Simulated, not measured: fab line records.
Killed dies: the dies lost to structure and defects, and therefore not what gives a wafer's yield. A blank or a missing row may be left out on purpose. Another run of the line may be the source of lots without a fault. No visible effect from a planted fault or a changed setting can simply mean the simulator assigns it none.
8D (eight disciplines) problem report, filled in by code :: flow nand-harc :: the parts of the form that need people (team, actions taken, sign-off) are left out

1. PROBLEM STATEMENT
Wafers without a fault read 1233.0 s, standard deviation 0.52; run-length-s at NHARC_A_STAIRCASE_ETCH_294 reads a mean of 1307.1 s on 4 wafers belonging to 3 lots. That is +99 or more standard deviations from the usual mean.
The step: etches the open film in C4F8/O2/Ar, target depth 4989 nm, time 1211.6 s.
The first sign was on wafer L899.1 at day 19 13:50, on rie-diel-11. At this step, 38 wafers from 13 lots have a number in the record. Rule for "out" (also "out of limits"): further than 4 standard deviations from the usual mean. All remaining wafers that have a number are taken as sound.

2. WHAT IT IS; WHAT IT IS NOT
question: which readings at this step
is: run-length-s
is not: oes-product-au, rf-vpp-V

question: which lots
is: L899, L900, L902
is not: L893, L897, L906, L908, L910, L911, L912, L913, L915, L916

question: which wafers of those lots
is: L899.1, L900.1, L900.5, L902.1
is not: L899.4, L899.6, L900.2, L902.2

question: read on which tools
is: rie-diel-11
is not: rie-diel-05, rie-diel-10

question: when
is: from day 19 13:50
is not: up to then (8 sound wafers); but 26 sound wafers of L900, L902, L906, L908, L910, L911, L912, L913, L915, L916 came after

3. SUSPECTS, AND WHAT RULES EACH OUT
Counting: a tool at a process step up to the reading stays a suspect if it ran every lot that is out. Sound lots after the first of them don't rule it out here, since some wafers of a struck lot are sound.
- rie-diel-11 at NHARC_A_STAIRCASE_ETCH_294 (etches the open film in C4F8/O2/Ar, target depth 4989 nm, time 1211.6 s): kept. It ran every lot that is out, first L899 (day 19 13:50). Out on those wafers are its own readings of run-length-s.
The count leaves rie-diel-11 at NHARC_A_STAIRCASE_ETCH_294.

4. THE CAUSE (what the simulator had put in)
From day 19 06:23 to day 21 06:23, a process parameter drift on rie-diel-11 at NHARC_A_STAIRCASE_ETCH_294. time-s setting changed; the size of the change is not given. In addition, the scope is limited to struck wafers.
After counting, this tool was the only one left.

5. THE EFFECT CHAIN, in route order
Each row: a reading where the mean over the struck wafers with a number is more than 3 standard deviations away from the usual. Only readings for which the record gives a usual standard deviation are gone through. hours: the time from each lot's start at the first step in this table that gives one to its start at this step, as a median over the lots. sigmas: the change in usual standard deviations.
hours: 0
step: NHARC_A_STAIRCASE_ETCH_294
reading: run-length-s
usual: 1233.0 s
on struck wafers: 1307.1
change: +74.1
sigmas: +99 or more
Here are the process steps it includes:
- NHARC_A_STAIRCASE_ETCH_294: etches the open film in C4F8/O2/Ar, target depth 4989 nm, time 1211.6 s.

6. HOW IT WOULD HAVE BEEN CAUGHT EARLIER
In this record the first reading out of limits was taken at day 19 13:50, 7 hours after the fault began at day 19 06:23.
